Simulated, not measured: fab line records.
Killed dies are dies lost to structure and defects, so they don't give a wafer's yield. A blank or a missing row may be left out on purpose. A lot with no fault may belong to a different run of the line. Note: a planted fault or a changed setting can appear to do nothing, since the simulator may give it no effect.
Chamber matching | flow nand-harc | NHARC_A_STAIRCASE_DESCUM_219 on rie-diel-06 has 4 sister chambers
The step chemistry O2, time 3 s. 4 wafers are shown with their chamber, then 11 later ones without.

EACH WAFER AND ITS CHAMBER
wafer  | chamber | drypump-motor-current-A (A)
L083.6 | 0       | 5.43
L094.4 | 3       | 5.76
L094.6 | 2       | 6.03
L094.2 | 1       | 6.09

WAFERS WITHOUT THEIR CHAMBER
wafer  | drypump-motor-current-A (A)
L094.3 | 5.45
L094.5 | 5.76
L093.2 | 6.05
L093.3 | 5.74
L093.4 | 5.37
L093.1 | 6.08
L093.5 | 5.38
L093.6 | 6.07
L095.2 | 6.08
L095.3 | 5.38
L095.6 | 5.74

WHICH CHAMBER EACH WENT THROUGH
wafer  | from the rows above     | in truth
L094.3 | 0                       | 0
L094.5 | 3                       | 3
L093.2 | can't be placed: 2 or 1 | 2
L093.3 | 3                       | 3
L093.4 | 0                       | 0
L093.1 | can't be placed: 1 or 2 | 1
L093.5 | 0                       | 0
L093.6 | can't be placed: 1 or 2 | 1
L095.2 | can't be placed: 1 or 2 | 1
L095.3 | 0                       | 0
L095.6 | 3                       | 3
Placed correctly: 7 of 11. Cannot be placed on the basis of these rows: 4; the candidates contain the true chamber in 4. 0 placed wrongly.
How it was worked out, from the rows above alone: a wafer's distance from a chamber is the root of the sum, over the readings, of the square of ((its reading less the chamber's mean) divided by the reading's scatter). The wafer belongs to the nearest chamber; if the next one is less than 2 further off, it can't be placed. A chamber's mean is the mean of its shown wafers. The scatter: root of mean squared gap, hidden wafer to nearest shown wafer, with one shown wafer a chamber.
